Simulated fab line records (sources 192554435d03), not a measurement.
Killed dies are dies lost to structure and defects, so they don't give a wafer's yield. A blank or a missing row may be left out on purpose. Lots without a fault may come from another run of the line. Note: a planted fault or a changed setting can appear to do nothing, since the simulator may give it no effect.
fab line records | flow n5-finfet | part 2 of 2: steps 5 to 6 of 6
record lots=21 wafers=63 last-day=17
route steps=1938 shown PMOS_HMC_CHANNEL_EPI@65 FIN_SAQP@96 DUMMY_GATE@243
lots that met no fault: from a run of the same line without faults
start-h: hours from the record's first day to the start of the lot's first wafer shown | wait-h: hours elapsed since this lot's preceding step | " repeats the value in the row above | L1.1+2: a row that stands for several wafers | - value missing, or start not given | * or withheld: withheld | < > ~ a bound
route shown NAME@n: a module of which the file shows steps, and the number in the route of the first | usual: mean/standard deviation of fault-free wafers | same: alike in all rows | chamber/n: place in a boat | sites: readings site by site | _std_site: their standard deviation | _edge_site: outer sites' mean less inner sites' | radius-mm: for every site, how far away it sits from the centre of the wafer | mask NAME#n: copy n | behind: tool/chamber where the wafer was last shaped | hold: what put the lot on hold/how long, in hours/how the hold closed | device: which transistor (n, p or np) failed to switch | end of line: the route-end tests of the same wafers | a step without rows: its recipe alone | killed: dies lost to structure and defects at the first sort, not the wafer's yield | map: per-die view of a wafer (x killed, . not killed, _ where there is no die)
set.NAME: the run value of the setting; set.NAME@STEP: its run value at that earlier step | model.NAME: the simulator's own value behind a step, which no gauge read
route steps across a sampled set of lots; one table per step, one row per wafer
services: when a tool's chamber went out of use (start-h, in hours from the record's first day, below 0 if earlier), for how many hours, and the reason
## steps
# step N5_DUMMY_GATE_ETCH_31
# recipe chemistry=C4F6/O2 target=SiO2 mask-material=SOC target-depth-a=825 time-s=27.5 ion-energy-ev=250 pressure-mtorr=30 source-w=345 bias-w=185 Ar_flow_sccm=300 C4F6_flow_sccm=10 O2_flow_sccm=10
# usual drypump-motor-current-A=5.6/0.5 oes-product-au=0.78/0.064 rf-vpp-V=664/13 showerhead-plenum-p-Torr=2.90/0.1 throttle-valve-pct=21.26/0.2
# columns lot.wafer tool chamber start-h wait-h drypump-motor-current-A oes-product-au rf-hours-counter-h rf-vpp-V showerhead-plenum-p-Torr throttle-valve-pct
L074.1 rie-diel-02 0 49.27 0.2 5.3 0.77 128 665 2.88 21.46
L074.2 " 1 " " 4.9 0.74 163 666 2.75 20.86
L074.4 " 3 " " 5.6 0.93 12 666 3.04 21.17
L075.1 rie-diel-02 0 56.84 0.1 5.3 0.76 131 662 2.87 21.45
L075.3 " 1 " " 4.9 0.73 166 665 2.74 20.87
L075.4 " 3 " " 5.6 0.93 15 669 3.04 21.17
L077.2 rie-diel-03 3 66.78 0.0 5.8 0.81 74 683 2.99 21.17
L077.5 " 2 " " 6.4 0.77 - 685 2.97 20.93
L077.6 " 1 " " 5.2 0.76 - 643 2.87 21.42
L078.1 rie-diel-03 0 71.16 0.2 5.3 0.76 145 647 2.86 21.42
L078.5 " 3 " " 5.8 0.81 - 682 2.99 21.15
L078.6 " 0 " " 5.3 0.76 - 645 2.86 21.42
L079.1 rie-diel-01 0 76.61 0.0 6.1 0.73 154 663 2.95 21.17
L079.3 " 3 " " 5.2 0.79 123 655 2.88 21.45
L079.4 " 0 " " 6.2 0.74 - 665 2.95 21.19
L080.3 rie-diel-03 0 83.80 0.0 5.3 0.75 148 646 2.85 21.42
L080.4 " 2 " " 6.5 0.77 129 685 2.97 20.96
L080.5 " 1 " " 5.2 0.75 - 642 2.87 21.44
L081.1 rie-diel-03 1 89.41 0.0 5.2 0.76 127 643 2.87 21.46
L081.5 " 0 " " 5.3 0.75 - 646 2.85 21.42
L081.6 " 3 " " 5.9 0.80 - 683 2.99 21.17
L082.3 rie-diel-03 2 93.76 0.0 6.4 0.77 131 684 2.97 20.95
L082.4 " 1 " " 5.2 0.76 128 643 2.87 21.45
L082.6 " 2 " " 6.4 0.77 - 687 2.97 20.94
L083.2 rie-diel-02 0 101.85 0.0 5.3 0.75 144 663 2.87 21.47
L083.4 " 1 " " 4.9 0.72 - 666 2.74 20.88
L083.5 " 0 " " 5.3 0.75 - 664 2.87 21.46
L085.2 rie-diel-01 1 114.70 0.0 5.8 0.88 23 670 2.99 21.20
L085.3 " 0 " " 6.2 0.72 169 662 2.94 21.18
L085.4 " 1 " " 5.8 0.89 - 672 2.99 21.20
L086.1 rie-diel-03 2 125.10 0.0 6.5 0.75 142 686 2.96 20.96
L086.3 " 0 " " 5.3 0.74 162 645 2.85 21.44
L086.4 " 3 " " 5.8 0.79 92 683 2.98 21.20
L087.4 rie-diel-02 0 126.40 0.0 5.3 0.75 153 663 2.86 21.48
L087.5 " 0 " " 5.3 0.74 - 664 2.86 21.49
L087.6 " 3 " " 5.6 0.88 - 666 3.03 21.20
L088.3 rie-diel-02 0 133.47 0.1 5.3 0.74 155 665 2.86 21.48
L088.5 " 0 " " 5.3 0.75 - 665 2.86 21.49
L088.6 " 3 " " 5.6 0.88 - 666 3.03 21.21
L089.1 rie-diel-01 3 136.68 0.1 5.2 0.77 144 655 2.87 21.47
L089.3 " 1 " " 5.8 0.88 30 670 2.99 21.22
L089.4 " 0 " " 6.2 0.72 176 662 2.94 21.21
L090.1 rie-diel-02 3 143.70 0.0 5.6 0.87 44 666 3.03 21.21
L090.4 " 1 " " 4.9 0.72 193 666 2.73 20.90
L090.6 " 2 " " 6.1 0.79 - 663 2.65 21.51
L091.2 rie-diel-02 0 147.49 0.0 5.3 0.74 159 664 2.86 21.49
L091.3 " 1 " " 4.9 0.71 194 667 2.73 20.90
L091.5 " 3 " " 5.6 0.86 - 666 3.03 21.21
L093.3 rie-diel-01 2 161.39 0.2 4.8 0.95 12 656 3.02 21.09
L093.4 " 1 " " 5.8 0.87 38 671 2.99 21.23
L093.5 " 0 " " 6.2 0.72 - 662 2.94 21.22
L094.1 rie-diel-03 3 167.13 0.0 5.8 0.78 105 683 2.97 21.22
L094.4 " 2 " " 6.4 0.76 152 683 2.96 20.99
L094.6 " 1 " " 5.2 0.74 - 644 2.86 21.48
L095.1 rie-diel-03 2 172.55 0.0 6.4 0.74 153 684 2.96 20.96
L095.3 " 1 " " 5.2 0.74 151 644 2.86 21.49
L095.4 " 0 " " 5.3 0.73 177 646 2.84 21.47
L096.1 rie-diel-03 2 180.33 0.0 6.5 0.74 155 685 2.96 20.99
L096.3 " 3 " " 5.8 0.78 108 684 2.97 21.22
L096.5 " 3 " " 5.9 0.78 - 682 2.97 21.21
L097.3 rie-diel-01 2 185.31 0.0 4.8 0.94 18 656 3.02 21.10
L097.4 " 2 " " 4.8 0.94 - 656 3.02 21.10
L097.6 " 0 " " 6.2 0.72 - 662 2.94 21.23
# step N5_DUMMY_GATE_HM_OPEN_21
# recipe chemistry=CH3F/O2 target=SiNx target-depth-a=1200 Ar_flow_sccm=150 CH3F_flow_sccm=30 O2_flow_sccm=23 time-s=171.4 pressure-mtorr=30 source-w=395 bias-w=73 ion-energy-ev=120.7
# usual drypump-motor-current-A=5.6/0.5 oes-product-au=0.78/0.063 rf-vpp-V=298/6.1 showerhead-plenum-p-Torr=2.06/0.076 throttle-valve-pct=16.53/0.18
# columns lot.wafer tool chamber start-h wait-h drypump-motor-current-A oes-product-au rf-hours-counter-h rf-vpp-V showerhead-plenum-p-Torr throttle-valve-pct
L074.1 rie-diel-02 0 49.36 0.0 5.3 0.77 128 298 2.04 16.67
L074.2 " 1 " " 4.9 0.74 163 299 1.94 16.18
L074.4 " 3 " " 5.6 0.94 12 300 2.17 16.38
L075.1 rie-diel-02 0 56.93 0.0 5.3 0.76 131 298 2.04 16.69
L075.3 " 1 " " 4.9 0.73 166 299 1.94 16.18
L075.4 " 3 " " 5.6 0.93 15 300 2.16 16.38
L077.2 rie-diel-03 3 66.86 0.0 5.9 0.80 74 307 2.12 16.45
L077.5 " 2 " " 6.5 0.77 - 308 2.11 16.25
L077.6 " 1 " " 5.2 0.76 - 289 2.04 16.67
L078.1 rie-diel-03 0 71.25 0.0 5.3 0.77 145 291 2.02 16.70
L078.5 " 3 " " 5.8 0.81 - 307 2.12 16.43
L078.6 " 0 " " 5.3 0.76 - 290 2.03 16.71
L079.1 rie-diel-01 0 76.70 0.0 6.2 0.73 154 299 2.10 16.51
L079.3 " 3 " " 5.2 0.78 123 296 2.04 16.67
L079.4 " 0 " " 6.2 0.73 - 298 2.10 16.51
L080.3 rie-diel-03 0 83.88 0.0 5.3 0.76 148 290 2.02 16.71
L080.4 " 2 " " 6.5 0.77 129 308 2.11 16.24
L080.5 " 1 " " 5.2 0.76 - 288 2.03 16.67
L081.1 rie-diel-03 1 89.50 0.0 5.2 0.75 127 290 2.03 16.67
L081.5 " 0 " " 5.3 0.75 - 291 2.02 16.71
L081.6 " 3 " " 5.8 0.80 - 307 2.12 16.46
L082.3 rie-diel-03 2 93.85 0.0 6.4 0.76 131 307 2.11 16.26
L082.4 " 1 " " 5.2 0.75 128 289 2.03 16.67
L082.6 " 2 " " 6.5 0.77 - 308 2.11 16.25
L083.2 rie-diel-02 0 101.93 0.0 5.3 0.75 145 300 2.03 16.69
L083.4 " 1 " " 4.9 0.73 - 300 1.94 16.22
L083.5 " 0 " " 5.3 0.75 - 299 2.03 16.69
L085.2 rie-diel-01 1 114.79 0.0 5.8 0.88 23 303 2.13 16.47
L085.3 " 0 " " 6.2 0.72 169 299 2.09 16.53
L085.4 " 1 " " 5.8 0.88 - 302 2.13 16.47
L086.1 rie-diel-03 2 125.18 0.0 6.4 0.76 142 307 2.10 16.25
L086.3 " 0 " " 5.3 0.75 162 291 2.02 16.75
L086.4 " 3 " " 5.8 0.79 92 307 2.12 16.46
L087.4 rie-diel-02 0 126.49 0.0 5.3 0.74 153 297 2.03 16.71
L087.5 " 0 " " 5.3 0.75 - 300 2.03 16.73
L087.6 " 3 " " 5.6 0.88 - 300 2.16 16.42
L088.3 rie-diel-02 0 133.55 0.0 5.3 0.74 155 298 2.03 16.72
L088.5 " 0 " " 5.3 0.74 - 298 2.03 16.73
L088.6 " 3 " " 5.7 0.87 - 298 2.16 16.44
L089.1 rie-diel-01 3 136.77 0.0 5.2 0.76 145 295 2.03 16.71
L089.3 " 1 " " 5.8 0.87 30 302 2.13 16.49
L089.4 " 0 " " 6.2 0.72 176 299 2.09 16.56
L090.1 rie-diel-02 3 143.78 0.0 5.6 0.87 44 298 2.15 16.44
L090.4 " 1 " " 4.9 0.71 194 297 1.93 16.26
L090.6 " 2 " " 6.1 0.79 - 297 1.87 16.74
L091.2 rie-diel-02 0 147.57 0.0 5.3 0.75 159 299 2.03 16.73
L091.3 " 1 " " 4.9 0.71 194 300 1.93 16.25
L091.5 " 3 " " 5.6 0.87 - 299 2.15 16.44
L093.3 rie-diel-01 2 161.47 0.0 4.8 0.95 12 298 2.15 16.32
L093.4 " 1 " " 5.8 0.85 38 301 2.13 16.50
L093.5 " 0 " " 6.2 0.71 - 297 2.09 16.57
L094.1 rie-diel-03 3 167.21 0.0 5.8 0.77 105 305 2.11 16.49
L094.4 " 2 " " 6.4 0.75 152 306 2.10 16.29
L094.6 " 1 " " 5.2 0.73 - 288 2.03 16.72
L095.1 rie-diel-03 2 172.64 0.0 6.5 0.75 153 307 2.10 16.30
L095.3 " 1 " " 5.2 0.74 151 289 2.03 16.71
L095.4 " 0 " " 5.3 0.74 177 291 2.01 16.76
L096.1 rie-diel-03 2 180.42 0.0 6.4 0.74 155 307 2.10 16.30
L096.3 " 3 " " 5.9 0.77 108 307 2.11 16.51
L096.5 " 3 " " 5.9 0.77 - 308 2.11 16.51
L097.3 rie-diel-01 2 185.39 0.0 4.8 0.93 18 296 2.15 16.33
L097.4 " 2 " " 4.8 0.94 - 297 2.15 16.34
L097.6 " 0 " " 6.2 0.71 - 296 2.09 16.60
## services
# columns tool chamber start-h hours kind
rie-diel-06 0 -0.57 6.0 repair
rie-diel-01 2 8.31 5.4 repair
rie-diel-01 0 11.28 6.2 repair
rie-diel-05 - 12.04 2.8 pm
rie-diel-04 - 19.21 10.4 repair
rie-diel-01 2 20.49 6.4 repair
rie-diel-01 0 25.17 3.3 repair
rie-diel-01 - 46.39 15.6 pm
rie-diel-03 - 55.82 1.1 repair
rie-diel-03 1 58.99 5.7 repair
rie-diel-02 1 66.08 13.3 repair
rie-diel-01 1 70.81 8.1 repair
rie-diel-05 3 71.28 7.9 repair
rie-diel-04 - 74.60 3.1 repair
rie-diel-06 0 82.55 4.1 repair
rie-diel-05 1 93.73 1.5 repair
rie-diel-02 2 100.33 12.5 repair
rie-diel-01 - 127.88 1.2 repair
rie-diel-05 - 130.49 0.3 repair
rie-diel-03 - 138.91 0.2 repair
rie-diel-03 2 153.41 8.3 repair
rie-diel-04 0 167.03 32.6 repair
rie-diel-03 1 168.76 2.7 repair
rie-diel-01 1 178.44 15.9 repair
